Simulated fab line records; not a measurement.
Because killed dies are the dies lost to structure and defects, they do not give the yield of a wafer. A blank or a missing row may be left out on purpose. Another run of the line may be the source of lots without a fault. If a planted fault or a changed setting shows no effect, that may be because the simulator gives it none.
Matching of chambers ; flow n5 finfet ; N5_ZERO_LAYER_DESCUM_16 on rie diel-01 has 4 sister chambers
The step chemistry O2, time 7.9 s. 8 wafers are shown with their chamber, then 9 later ones without.

WAFERS PAIRED WITH THEIR CHAMBERS
wafer;chamber;drypump motor current A (A);showerhead plenum p Torr (Torr)
L084.4;0;5.68;2.12
L084.6;1;6.25;2.20
L085.2;1;6.17;2.20
L085.5;2;5.62;2.07
L085.6;3;5.57;2.10
L086.2;0;5.65;2.11
L086.5;2;5.60;2.07
L086.6;3;5.55;2.10

WAFERS WHOSE CHAMBER IS MISSING
wafer;drypump motor current A (A);showerhead plenum p Torr (Torr)
L090.1;5.63;2.11
L090.4;5.64;2.07
L090.6;5.68;2.11
L095.1;5.62;2.07
L095.4;5.66;2.11
L095.5;5.63;2.07
L096.1;5.62;2.07
L096.2;6.20;2.19
L096.4;5.56;2.10

THE CHAMBER EACH PASSED THROUGH
wafer;from the rows above;in truth
L090.1;can't be placed: 0 or 3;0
L090.4;2;2
L090.6;0;0
L095.1;2;2
L095.4;0;0
L095.5;2;2
L096.1;2;2
L096.2;1;1
L096.4;3;3
8 of 9 placed correctly. Not placeable from these rows: 1 (in 1, the candidates include the true chamber). 0 placed wrongly.
How it was worked out, from the rows above alone: a wafer's distance from a chamber is the root of the sum, over the readings, of the square of ((its reading less the chamber's mean) divided by the reading's scatter). The wafer belongs to the nearest chamber; if the next one is less than 2 further off, it can't be placed. For every chamber, the mean is computed from those of its wafers that are shown. How the scatter is found: for the shown wafers, subtract from each reading the mean of its chamber, square and add these, divide the total by (wafers less chambers), then take the root.
